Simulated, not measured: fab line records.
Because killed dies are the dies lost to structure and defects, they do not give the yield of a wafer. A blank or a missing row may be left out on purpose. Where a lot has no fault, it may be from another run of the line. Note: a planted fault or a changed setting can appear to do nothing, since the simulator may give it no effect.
A single fault, viewed from 2 desks / flow n5 finfet / every desk sees just its own numbers, and what lay behind them comes last

## FROM THE METROLOGY DESK
Means of the sampled wafers that have a number, per lot and without regard to the tool the lot ran on: this is what the gauges read. A lot is out of limits, marked OUT, if its mean lies more than 4 standard deviations from the usual mean; the brackets give that distance.
Columns: A = cd nm at N5_BEOL_M14_CD_MEAS_28, usual 285.3 nm
lot=L981; first seen here=day 11 10:11; A=286.1
lot=L983; first seen here=day 11 23:29; A=284.4
lot=L984; first seen here=day 12 08:51; A=286.8
lot=L987; first seen here=day 13 00:52; A=286.6
lot=L988; first seen here=day 13 14:40; A=285.2
lot=L989; first seen here=day 13 18:41; A=285.3
lot=L990; first seen here=day 14 06:35; A=284.8
lot=L991; first seen here=day 14 20:34; A=286.2
lot=L993; first seen here=day 15 05:22; A=282.9
lot=L992; first seen here=day 15 05:36; A=286.6
lot=L997; first seen here=day 16 03:08; A=284.2
lot=L101; first seen here=day 17 15:58; A=287.0
Finding of this desk: none of the 12 lots has anything out of limits.

## THE DEFECT DESK
Lot by lot, what the route's inspections counted, given as the mean of those sampled wafers with a number. A lot is out of limits, marked OUT, if its mean lies more than 4 standard deviations from the usual mean; the brackets give that distance.
Columns: A = raw defect count at N5_BEOL_M14_INSPECT_30, usual 2.2
lot=L981; first seen here=day 11 10:14; A=2.3
lot=L983; first seen here=day 11 23:32; A=3.0
lot=L984; first seen here=day 12 08:54; A=3.7
lot=L987; first seen here=day 13 00:55; A=2.3
lot=L988; first seen here=day 13 14:43; A=2.3
lot=L989; first seen here=day 13 18:44; A=2.3
lot=L990; first seen here=day 14 06:39; A=1.5
lot=L991; first seen here=day 14 20:37; A=2.0
lot=L993; first seen here=day 15 05:25; A=3.0
lot=L992; first seen here=day 15 05:40; A=1.5
lot=L997; first seen here=day 16 03:11; A=2.3
lot=L101; first seen here=day 17 16:01; A=2.7
Finding of this desk: none of the 12 lots has anything out of limits.

## ALL TOGETHER
Metrology desk: nothing out of limits seen.
No out-of-limits result turned up at the defect desk.

## WHAT HAD BEEN PUT IN BY THE SIMULATOR
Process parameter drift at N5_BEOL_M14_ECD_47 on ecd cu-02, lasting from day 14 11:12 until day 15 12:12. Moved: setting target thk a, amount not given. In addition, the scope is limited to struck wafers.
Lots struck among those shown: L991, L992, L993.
